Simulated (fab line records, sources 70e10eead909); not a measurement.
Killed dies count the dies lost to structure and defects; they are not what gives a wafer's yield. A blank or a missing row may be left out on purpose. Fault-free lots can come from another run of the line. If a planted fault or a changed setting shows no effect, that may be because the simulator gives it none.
Matching of chambers :: flow nand harc :: 3 sister chambers for NHARC_A_CONTACT_DEP_58 on pecvd-02
The step deposits SiON, target thk 60 nm. 3 wafers are shown with their chamber, then 8 later ones without.

## WAFERS, EACH WITH ITS CHAMBER
wafer: L079.3
chamber: 0
heater power w (W): 805

wafer: L079.4
chamber: 2
heater power w (W): 683

wafer: L084.3
chamber: 1
heater power w (W): 715

## WAFERS WHOSE CHAMBER IS MISSING
wafer: L084.4
heater power w (W): 746

wafer: L084.6
heater power w (W): 726

wafer: L087.1
heater power w (W): 738

wafer: L087.3
heater power w (W): 710

wafer: L087.5
heater power w (W): 718

wafer: L089.4
heater power w (W): 673

wafer: L089.5
heater power w (W): 810

wafer: L089.6
heater power w (W): 695

## EACH ONE'S CHAMBER
wafer: L084.4
from the rows above: can't be placed: 1 or 0
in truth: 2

wafer: L084.6
from the rows above: 1
in truth: 1

wafer: L087.1
from the rows above: 1
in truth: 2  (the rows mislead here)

wafer: L087.3
from the rows above: can't be placed: 1 or 2
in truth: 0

wafer: L087.5
from the rows above: 1
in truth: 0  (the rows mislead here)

wafer: L089.4
from the rows above: 2
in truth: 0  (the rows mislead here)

wafer: L089.5
from the rows above: 0
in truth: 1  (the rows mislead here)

wafer: L089.6
from the rows above: can't be placed: 2 or 1
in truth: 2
Correctly placed: 1 of 8. From these rows, 3 cannot be placed; in 1 the true chamber is one of the candidates. 4 placed wrongly.
How it was worked out, from the rows above alone: a wafer's distance from a chamber is the root of the sum, over the readings, of the square of ((its reading less the chamber's mean) divided by the reading's scatter). If the next closest chamber is less than 2 further off than the closest, the wafer can't be placed; otherwise it belongs to the closest. A chamber's mean is the mean of its shown wafers. The scatter: with one shown wafer a chamber, the root of the mean of the squares of how far each hidden wafer lies from its nearest shown one.
